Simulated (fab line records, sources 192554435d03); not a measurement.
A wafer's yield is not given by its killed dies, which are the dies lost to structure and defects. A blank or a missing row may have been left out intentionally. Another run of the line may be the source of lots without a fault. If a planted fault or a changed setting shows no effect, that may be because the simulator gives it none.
Matching of chambers || flow n5Finfet || pecvd-02 running N5_BEOL_M12_DEP_53: 3 sister chambers
The step deposits SiCN from 3MS/NH3, target thk 30 nm, time 10.5 s. 3 wafers are shown with their chamber, then 8 later ones without.

## WAFERS WITH THEIR CHAMBER
{"wafer": "L093.2", "chamber": 2, "throttleValvePct (%)": 17.1}
{"wafer": "L093.3", "chamber": 0, "throttleValvePct (%)": 17.5}
{"wafer": "L093.4", "chamber": 1, "throttleValvePct (%)": 18.4}

## WAFERS WHOSE CHAMBER IS MISSING
{"wafer": "L093.5", "throttleValvePct (%)": 17.3}
{"wafer": "L093.6", "throttleValvePct (%)": 17.2}
{"wafer": "L096.1", "throttleValvePct (%)": 17.3}
{"wafer": "L096.2", "throttleValvePct (%)": 17.6}
{"wafer": "L096.3", "throttleValvePct (%)": 18.2}
{"wafer": "L096.4", "throttleValvePct (%)": 17.0}
{"wafer": "L096.5", "throttleValvePct (%)": 17.8}
{"wafer": "L096.6", "throttleValvePct (%)": 18.3}

## THE CHAMBER EACH PASSED THROUGH
{"wafer": "L093.5", "from the rows above": "can't be placed: 0 or 2", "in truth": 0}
{"wafer": "L093.6", "from the rows above": "can't be placed: 2 or 0", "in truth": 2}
{"wafer": "L096.1", "from the rows above": "can't be placed: 0 or 2", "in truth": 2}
{"wafer": "L096.2", "from the rows above": 0, "in truth": 0}
{"wafer": "L096.3", "from the rows above": 1, "in truth": 1}
{"wafer": "L096.4", "from the rows above": 2, "in truth": 2}
{"wafer": "L096.5", "from the rows above": "can't be placed: 0 or 1", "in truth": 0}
{"wafer": "L096.6", "from the rows above": 1, "in truth": 1}
4 of 8 placed correctly. Can't be placed from these rows: 4 (the true chamber is among the candidates in 4). Wrongly placed: 0.
How it was worked out, from the rows above alone: a wafer's distance from a chamber is the root of the sum, over the readings, of the square of ((its reading less the chamber's mean) divided by the reading's scatter). The wafer belongs to the nearest chamber; if the next one is less than 2 further off, it can't be placed. For every chamber, the mean is computed from those of its wafers that are shown. The scatter: with one shown wafer a chamber, the root of the mean of the squares of how far each hidden wafer lies from its nearest shown one.
